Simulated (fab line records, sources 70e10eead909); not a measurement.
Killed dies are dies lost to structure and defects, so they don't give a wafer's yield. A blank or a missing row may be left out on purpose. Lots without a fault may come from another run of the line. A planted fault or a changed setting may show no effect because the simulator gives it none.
Chamber matching | flow nand_harc | NHARC_A_STAIRCASE_DEP_301 on pecvd-03: 3 sister chambers
The step deposits SiON, target thk 30 nm. 18 wafers are shown with their chamber, then 9 later ones without.

WAFERS WITH THEIR CHAMBER
wafer  | chamber | heater_power_w (W)
L077.1 | 0       | 766
L077.3 | 2       | 738
L077.6 | 2       | 733
L080.1 | 1       | 773
L080.5 | 1       | 776
L080.6 | 0       | 666
L079.2 | 2       | 648
L079.4 | 1       | 678
L079.6 | 2       | 645
L078.2 | 1       | 800
L078.4 | 2       | 706
L078.6 | 1       | 806
L083.3 | 1       | 694
L083.4 | 1       | 700
L083.5 | 2       | 752
L085.1 | 2       | 762
L085.5 | 0       | 664
L085.6 | 1       | 727

SIGNATURES (means of the wafers above)
reading        | chamber 0 | chamber 1 | chamber 2 | scatter within a chamber
heater_power_w | 698.67    | 744.25    | 712.00    | 50.7
Rule: a wafer's distance from a chamber is the root of the sum, over the readings, of the square of ((its reading less the chamber's mean) divided by the reading's scatter). The wafer belongs to the nearest chamber; if the next one is less than 2 further off, it can't be placed. The scatter: the root of (the sum of the squares of (reading less its chamber's mean) over the shown wafers, divided by (wafers less chambers)).

WAFERS WITHOUT THEIR CHAMBER
wafer  | heater_power_w (W)
L090.1 | 636
L090.4 | 698
L090.6 | 694
L091.1 | 662
L091.3 | 758
L091.6 | 772
L095.2 | 683
L095.3 | 728
L095.5 | 679

WHICH CHAMBER EACH WENT THROUGH
wafer  | from the rows above          | in truth
L090.1 | can't be placed: 0 or 2 or 1 | 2
L090.4 | can't be placed: 0 or 2 or 1 | 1
L090.6 | can't be placed: 0 or 2 or 1 | 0
L091.1 | can't be placed: 0 or 2 or 1 | 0
L091.3 | can't be placed: 1 or 2 or 0 | 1
L091.6 | can't be placed: 1 or 2 or 0 | 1
L095.2 | can't be placed: 0 or 2 or 1 | 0
L095.3 | can't be placed: 2 or 1 or 0 | 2
L095.5 | can't be placed: 0 or 2 or 1 | 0
Placed correctly: 0 of 9. Can't be placed from these rows: 9 (the true chamber is among the candidates in 9). Placed wrongly: 0.
